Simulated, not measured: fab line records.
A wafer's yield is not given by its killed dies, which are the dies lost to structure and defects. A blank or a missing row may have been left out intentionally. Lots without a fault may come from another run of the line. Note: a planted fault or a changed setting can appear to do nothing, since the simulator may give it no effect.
Which tool was responsible? | flow nand-harc | 39 wafers from 13 lots sampled at 5 of the route's 1159 steps

## WHAT THE GAUGES SHOWED, per wafer
NHARC_END_SORT_01. Usual: killed-at-array 25, standard deviation 10; killed-at-other 0.6, standard deviation 0.91; killed-at-periphery 3.6, standard deviation 2.9; killed-dies 29, standard deviation 10; killed-open 3.3, standard deviation 2; killed-short 1.9, standard deviation 1.5.
lot  | measured     | on        | killed-at-array | killed-at-other | killed-at-periphery | killed-dies | killed-open | killed-short | flag
L202 | day 23 20:19 | prober-01 | 36 673 37       | 2 0 2           | 2 3 2               | 40 676 41   | 2 2 2       | 1 3 0        | OFF

## TOOL THAT RAN EACH LOT (tool first, then ch and the chambers of the sampled wafers, then the start)
lot  | NHARC_A_CONTACT_DEP_29          | NHARC_A_BONDPAD_PRE_CLEAN_26            | NHARC_A_BONDPAD_ANNEAL_28        | NHARC_THIN_TSV_PRE_CLEAN_54
L185 | pecvd-01 ch 0,1,2, day 16 01:46 | pvd-sputter-01, day 18 07:41 or earlier | rtp-anneal-02 ch 0, day 18 07:41 | pvd-sputter-01, day 19 04:20
L186 | pecvd-01 ch 0,1, day 16 11:58   | pvd-sputter-02, day 18 20:25 or earlier | rtp-anneal-02 ch 0, day 18 20:25 | pvd-sputter-02, day 19 17:27
L188 | pecvd-01 ch 1,2, day 16 13:16   | pvd-sputter-01, day 18 20:09 or earlier | rtp-anneal-01 ch 0, day 18 20:09 | pvd-sputter-01, day 19 15:50
L187 | pecvd-04 ch 0,1,2, day 17 07:52 | pvd-sputter-01, day 19 00:41 or earlier | rtp-anneal-01 ch 0, day 19 00:41 | pvd-sputter-01, day 19 21:44
L190 | pecvd-03 ch 0,1,2, day 17 19:12 | pvd-sputter-03, day 19 21:08 or earlier | rtp-anneal-02 ch 0, day 19 21:08 | pvd-sputter-01, day 20 18:13
L191 | pecvd-01 ch 0,1,2, day 17 21:29 | pvd-sputter-02, day 19 21:45 or earlier | rtp-anneal-01 ch 0, day 19 21:45 | pvd-sputter-03, day 20 19:02
L193 | pecvd-04 ch 1,2, day 18 13:08   | pvd-sputter-01, day 20 02:59 or earlier | rtp-anneal-02 ch 0, day 20 02:59 | pvd-sputter-03, day 20 21:55
L194 | pecvd-04 ch 0,1, day 18 13:19   | pvd-sputter-02, day 20 03:24 or earlier | rtp-anneal-02 ch 0, day 20 03:24 | pvd-sputter-03, day 21 00:04
L196 | pecvd-04 ch 0,2, day 18 22:58   | pvd-sputter-01, day 20 20:12 or earlier | rtp-anneal-02 ch 0, day 20 20:12 | pvd-sputter-03, day 21 16:28
L204 | pecvd-04 ch 1,2, day 20 05:23   | pvd-sputter-02, day 22 04:34 or earlier | rtp-anneal-01 ch 0, day 22 04:34 | pvd-sputter-01, day 23 02:32
L202 | pecvd-01 ch 0,2, day 20 10:57   | pvd-sputter-03, day 22 14:40 or earlier | rtp-anneal-01 ch 0, day 22 14:40 | pvd-sputter-03, day 23 10:30
L205 | pecvd-04 ch 0,1,2, day 21 10:22 | pvd-sputter-01, day 23 01:02 or earlier | rtp-anneal-02 ch 0, day 23 01:02 | pvd-sputter-02, day 23 21:11
L206 | pecvd-03 ch 0,1,2, day 22 01:03 | pvd-sputter-03, day 23 17:02 or earlier | rtp-anneal-01 ch 0, day 23 17:02 | pvd-sputter-03, day 24 11:26
- NHARC_A_CONTACT_DEP_29: deposits SiON, target thk 70 nm.
- NHARC_A_BONDPAD_PRE_CLEAN_26: time 30 s.
- NHARC_A_BONDPAD_ANNEAL_28: time 90 s.
- NHARC_THIN_TSV_PRE_CLEAN_54: time 30 s.

## AS READ BY THE TOOLS THEMSELVES (means over the sampled wafers that have a number; for cases with no such wafer, the mark the record gives instead)
NHARC_A_CONTACT_DEP_29. Usual: heater-power-w 733 W, standard deviation 100.
lot  | tool     | heater-power-w (W) | flag
L185 | pecvd-01 | 701                |
L186 | pecvd-01 | 797                |
L188 | pecvd-01 | 610                |
L187 | pecvd-04 | 743                |
L190 | pecvd-03 | 783                |
L191 | pecvd-01 | 681                |
L193 | pecvd-04 | 758                |
L194 | pecvd-04 | 745                |
L196 | pecvd-04 | 731                |
L204 | pecvd-04 | 691                |
L202 | pecvd-01 | 683                |
L205 | pecvd-04 | 711                |
L206 | pecvd-03 | 785                |

NHARC_A_BONDPAD_PRE_CLEAN_26. Usual: heater-power-w 415 W, standard deviation 39.
lot  | tool           | heater-power-w (W) | flag
L185 | pvd-sputter-01 | 430                |
L186 | pvd-sputter-02 | 436                |
L188 | pvd-sputter-01 | 392                |
L187 | pvd-sputter-01 | 392                |
L190 | pvd-sputter-03 | 415                |
L191 | pvd-sputter-02 | 425                |
L193 | pvd-sputter-01 | 368                |
L194 | pvd-sputter-02 | 430                |
L196 | pvd-sputter-01 | 389                |
L204 | pvd-sputter-02 | 424                |
L202 | pvd-sputter-03 | 416                |
L205 | pvd-sputter-01 | 409                |
L206 | pvd-sputter-03 | 418                |

NHARC_A_BONDPAD_ANNEAL_28. Usual: anneal-temp-c 224.95 C, standard deviation 0.17; wafer_temp_C_max 225.9, standard deviation 0.32.
lot  | tool          | anneal-temp-c (C) | wafer_temp_C_max | flag
L185 | rtp-anneal-02 | 224.95            | 225.8            |
L186 | rtp-anneal-02 | 224.99            | 226.0            |
L188 | rtp-anneal-01 | 225.16            | 226.0            |
L187 | rtp-anneal-01 | 224.79            | 226.1            |
L190 | rtp-anneal-02 | 225.01            | 225.9            |
L191 | rtp-anneal-01 | 224.93            | 226.3            |
L193 | rtp-anneal-02 | 225.01            | 225.8            |
L194 | rtp-anneal-02 | 224.92            | 226.0            |
L196 | rtp-anneal-02 | 224.99            | 225.7            |
L204 | rtp-anneal-01 | 224.96            | 226.3            |
L202 | rtp-anneal-01 | 225.05            | 226.0            |
L205 | rtp-anneal-02 | 224.71            | 226.0            |
L206 | rtp-anneal-01 | 224.99            | 225.9            |

NHARC_THIN_TSV_PRE_CLEAN_54. Usual: heater-power-w 417 W, standard deviation 35.
lot  | tool           | heater-power-w (W) | flag
L185 | pvd-sputter-01 | 389                |
L186 | pvd-sputter-02 | 436                |
L188 | pvd-sputter-01 | 404                |
L187 | pvd-sputter-01 | 398                |
L190 | pvd-sputter-01 | 383                |
L191 | pvd-sputter-03 | 409                |
L193 | pvd-sputter-03 | 423                |
L194 | pvd-sputter-03 | 422                |
L196 | pvd-sputter-03 | 409                |
L204 | pvd-sputter-01 | 373                |
L202 | pvd-sputter-03 | 426                |
L205 | pvd-sputter-02 | 446                |
L206 | pvd-sputter-03 | 413                |

## THE ANSWER, worked out from the rows above alone
Rule: take the mean of a lot's wafers that have a number; if it is more than 3 standard deviations from the usual mean, the lot is off. A lot without any number at a reading at which 4 lots or more have one is off too. Any other lot the step has rows for is counted as sound. The gauges are gone through in route order, then the tools' own readings, and for those a lot's mean is taken as printed above. The first step at which some lot is off is used, and at that step the reading that is off furthest; a lot without a number counts as furthest.
Off: L202, at NHARC_END_SORT_01 (killed-at-array). Neither off nor sound, because the step has no rows for them: L185, L186, L188, L187, L190, L191, L193, L194, L196, L204, L205, L206.
If a tool, at a process step before that reading, ran all the lots that are off and no sound lot after the first of them, it fits. Gauges at NHARC_END_SORT_01: tried the same way as those tools. NHARC_A_BONDPAD_PRE_CLEAN_26: start missing for some lots; hours and lot order therefore follow NHARC_A_BONDPAD_ANNEAL_28. Can't be told from this: 4 tools fit, pecvd-01 at NHARC_A_CONTACT_DEP_29, pvd-sputter-03 at NHARC_A_BONDPAD_PRE_CLEAN_26 and NHARC_THIN_TSV_PRE_CLEAN_54, rtp-anneal-01 at NHARC_A_BONDPAD_ANNEAL_28, prober-01 at NHARC_END_SORT_01.

## WHAT WAS PUT IN BY THE SIMULATOR
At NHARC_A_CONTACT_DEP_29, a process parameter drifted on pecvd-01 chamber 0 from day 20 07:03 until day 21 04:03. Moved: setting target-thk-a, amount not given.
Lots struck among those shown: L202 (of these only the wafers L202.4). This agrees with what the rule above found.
